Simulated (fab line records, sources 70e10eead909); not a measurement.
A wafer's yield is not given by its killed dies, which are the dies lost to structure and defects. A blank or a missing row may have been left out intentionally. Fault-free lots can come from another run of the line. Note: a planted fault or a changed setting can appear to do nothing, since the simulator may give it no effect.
Struck lot and sound lot, side by side | flow nandHarc | 43 out of 1302 route steps
Sound: wafers L581.2, L581.3, L581.4. Wafers L591.1, L591.2, L591.5 were the ones struck. The cause comes at the end.
Each step with rows lists, per side, the tool, then ch with its chambers, then its first start. Under that, the readings that differ: sound wafers | struck wafers | difference of the means | sigmas: that difference in standard deviations of wafers without a fault.
alike: words and numbers the same on both sides, and readings whose means are apart by under 2 such deviations; not compared: readings that were withheld, readings missing a value for some wafer, numbers with overlapping values and no deviation given by the record, and bounds like >300 which may hide the same value.
A row with sigmas, a row that says differs or no value, or rows on one side alone: a step with any of these is where the two part. Non-overlapping numbers with no deviation appear without sigmas and do not part them. A reading that every wafer of one side lacks parts them only if that side has two wafers or more.

NHARC_A_CONTACT_OVL_MEAS_43:
  sound: overlay-01 at day 22 15:56; struck: overlay-02 at day 27 01:07
  alike: overlayXNm, overlayYNm
NHARC_A_CONTACT_INSPECT_44:
  sound: defectInspect-01 at day 22 15:58; struck: defectInspect-01 at day 27 01:09
  alike: rawDefectCount
then, 5 steps without rows for these wafers: NHARC_A_CONTACT_DESCUM_47 (chemistry O2, time 3 s); NHARC_A_CONTACT_ETCH_48 (etches the open film in CF4, target depth 39 nm, time 65 s); NHARC_A_CONTACT_ETCH_49 (etches the open film in N2/H2, target depth 260 nm, time 475.3 s); NHARC_A_CONTACT_ETCH_50 (etches the open film in CF4/CHF3, target depth 121 nm, time 60.5 s); NHARC_A_CONTACT_ETCH_51 (etches the open film in O2/COS, target depth 7000 nm, time 1820 s).
NHARC_A_CONTACT_ETCH_111: etches the open film in C4F8/O2/Ar, time 140 s, target depth 700 nm.
  sound on harCapEtch-02 ch 0,1, day 22 17:54; struck on harCapEtch-01 ch 0,1, day 27 03:04
  not compared: rfHoursCounterH
NHARC_A_CONTACT_ETCH_112: etches the open film in C4F8/O2/Ar, time 190 s, target depth 1850 nm.
  sound on harCapEtch-02 ch 0,1, day 22 18:05; struck on harCapEtch-01 ch 0,1, day 27 03:16
  not compared: rfHoursCounterH
then, 3 steps without rows for these wafers: NHARC_A_CONTACT_ETCH_113 (etches the open film in C4F8/O2/Ar, time 190 s, target depth 1850 nm); NHARC_A_CONTACT_ETCH_114 (etches the open film in C4F8/O2/Ar, time 190 s, target depth 1850 nm); NHARC_A_CONTACT_ETCH_115 (etches the open film in C4F8/O2/Ar, time 190 s, target depth 1850 nm).
NHARC_A_CONTACT_ETCH_116: etches the open film in C4F8/O2/Ar, time 190 s, target depth 1850 nm.
  sound on harCapEtch-02 ch 0,1, day 22 18:47; struck on harCapEtch-01 ch 0,1, day 27 03:57
  not compared: rfHoursCounterH
then, 2 steps without rows for these wafers: NHARC_A_CONTACT_ETCH_117 (etches the open film in C4F8/O2/Ar, time 190 s, target depth 1850 nm); NHARC_A_CONTACT_ETCH_118 (etches the open film in C4F8/O2/Ar, time 190 s, target depth 1850 nm).
NHARC_A_CONTACT_ETCH_119: etches the open film in C4F8/O2/Ar, time 190 s, target depth 1850 nm.
  sound on harCapEtch-02 ch 0,1, day 22 19:18; struck on harCapEtch-01 ch 0,1, day 27 04:28
  not compared: rfHoursCounterH
then, 5 steps without rows for these wafers: NHARC_A_CONTACT_ETCH_120 (etches the open film in C4F8/O2/Ar, time 190 s, target depth 1850 nm); NHARC_A_CONTACT_ETCH_121 (etches the open film in C4F8/O2/Ar, time 190 s, target depth 1850 nm); NHARC_A_CONTACT_ETCH_122 (etches the open film in C4F8/O2/Ar, time 190 s, target depth 1850 nm); NHARC_A_CONTACT_ETCH_123 (etches the open film in C4F8/O2/Ar, time 490 s, target depth 2110 nm); NHARC_A_CONTACT_ETCH_90 (etches the open film in CH3F/O2, target depth 40 nm, time 85.7 s).
NHARC_A_CONTACT_ETCH_96: etches the open film in C4F6/O2, target depth 20 nm, time 10 s.
  sound: rieDiel-10 ch 0,1,3; struck: rieDiel-04 ch 0,3
  alike: drypumpMotorCurrentA, oesProductAu, rfVppV, showerheadPlenumPTorr, throttleValvePct
  not compared: rfHoursCounterH
NHARC_A_CONTACT_CD_MEAS_53:
  sound: cdSem-03 at day 22 21:08; struck: cdSem-01 at day 27 06:20
  alike: cdNm
then, 6 steps without rows for these wafers: NHARC_A_CONTACT_STRIP_99 (strips in N2/H2); NHARC_A_CONTACT_STRIP_100 (strips in CF4/CHF3); NHARC_A_CONTACT_STRIP_101 (strips in O2/COS); NHARC_A_CONTACT_ETCH_102 (etches the open film in CF4/O2, target depth 100 nm, overetch 10 nm, time 55 s); NHARC_A_CONTACT_STRIP_55 (strips in O2); NHARC_A_CONTACT_STRIP_56 (strips in post etch residue remover, time 600 s).
NHARC_A_CONTACT_DEP_57: deposits aC, target thk 5300 nm.
  sound on aclDep-01 ch 0, day 23 01:52; struck on aclDep-01 ch 0, day 27 08:31
  alike: throttleValvePct
then, 11 steps without rows for these wafers: NHARC_A_CONTACT_DEP_58 (deposits SiON, target thk 90 nm); NHARC_A_CONTACT_DEHYDRATE_59 (time 120 s); NHARC_A_CONTACT_HMDS_60 (time 30 s); NHARC_A_CONTACT_COAT_61 (time 75 s); NHARC_A_CONTACT_COAT_62 (time 65 s); NHARC_A_CONTACT_COAT_63 (resist thk 90 nm); NHARC_A_CONTACT_SOFTBAKE_64 (time 55 s); NHARC_A_CONTACT_EBR_65; NHARC_A_CONTACT_EXPOSE_66 (exposes mask A CC 2); NHARC_A_CONTACT_PEB_67 (peb time 65 s); NHARC_A_CONTACT_DEVELOP_68 (develop time 35 s).
NHARC_A_CONTACT_CD_MEAS_69 targets a cd of 300 nm.
  sound on cdSem-03 ch 0, day 23 05:18; struck on cdSem-02 ch 0, day 27 12:20
  alike: cdNm
-- record jumps: 3 days between struck wafers' starts before vs after; left off in module A_CONTACT, resumes in module END, first step shown is number 1302 of the route --
NHARC_END_SORT_01:
  only the struck wafers appear in the record here, on prober-01 ch 0 at day 30 01:19; the sound ones have no rows

== WHERE THEY PART ==
Only at NHARC_END_SORT_01, within this record.

WHY: whatever the simulator had introduced
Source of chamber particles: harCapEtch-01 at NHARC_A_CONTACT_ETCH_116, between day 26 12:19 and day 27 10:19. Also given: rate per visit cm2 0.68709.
